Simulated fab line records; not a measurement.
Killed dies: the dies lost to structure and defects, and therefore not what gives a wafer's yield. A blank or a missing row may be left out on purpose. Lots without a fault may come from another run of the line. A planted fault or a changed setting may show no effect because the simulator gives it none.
Matching of chambers -- flow nand_harc -- rie_diel-11 running NHARC_P_BONDPAD_DESCUM_11: 4 sister chambers
The step chemistry O2, time 3 s. 16 wafers are shown with their chamber, then 8 later ones without.

== WAFERS WITH THEIR CHAMBER ==
wafer,chamber,showerhead_plenum_p_Torr (Torr),oes_product_au (a.u.),throttle_valve_pct (%)
L074.3,0,1.89,0.998,11.306
L074.4,2,1.88,1.013,11.299
L074.5,1,1.95,0.993,11.318
L076.1,0,1.89,0.996,11.307
L076.3,2,1.88,0.998,11.312
L076.4,1,1.94,0.990,11.320
L078.1,1,1.94,0.992,11.301
L078.4,2,1.88,0.999,11.315
L078.6,0,1.89,1.006,11.317
L079.1,1,1.94,0.992,11.323
L079.2,2,1.88,1.003,11.325
L079.6,0,1.89,0.986,11.305
L087.1,2,1.88,1.008,11.308
L087.3,3,1.83,1.016,11.312
L087.4,1,1.94,1.011,11.335
L089.1,0,1.89,1.010,11.297

SIGNATURES (averages over the wafers above)
reading,chamber 0,chamber 1,chamber 2,chamber 3,scatter within a chamber
showerhead_plenum_p_Torr,1.8900,1.9420,1.8800,1.8300,0.00258
oes_product_au,0.99920,0.99560,1.00420,1.01600,0.00821
throttle_valve_pct,11.30640,11.31940,11.31180,11.31200,0.00985
Rule: for a wafer and a chamber, the distance is found by dividing, reading by reading, the gap between the wafer's reading and the chamber's mean by the reading's scatter, squaring, summing and taking the root. The wafer belongs to the nearest chamber; if the next one is less than 2 further off, it can't be placed. The scatter is the square root of a quotient: the sum, over the shown wafers, of each reading's squared deviation from its chamber's mean, divided by wafers minus chambers.

== WAFERS WITHOUT THEIR CHAMBER ==
wafer,showerhead_plenum_p_Torr (Torr),oes_product_au (a.u.),throttle_valve_pct (%)
L089.2,1.83,1.009,11.305
L089.6,1.88,0.996,11.304
L091.1,1.94,1.014,11.299
L091.2,1.83,1.019,11.308
L091.6,1.89,1.010,11.305
L094.1,1.94,0.999,11.301
L094.4,1.88,1.002,11.306
L094.6,1.88,0.999,11.299

== WHICH CHAMBER EACH WENT THROUGH ==
wafer,from the rows above,in truth
L089.2,3,3
L089.6,2,2
L091.1,1,1
L091.2,3,3
L091.6,0,0
L094.1,1,1
L094.4,2,2
L094.6,2,2
8 of 8 placed correctly. Not placeable from these rows: 0. Placed wrongly: 0.
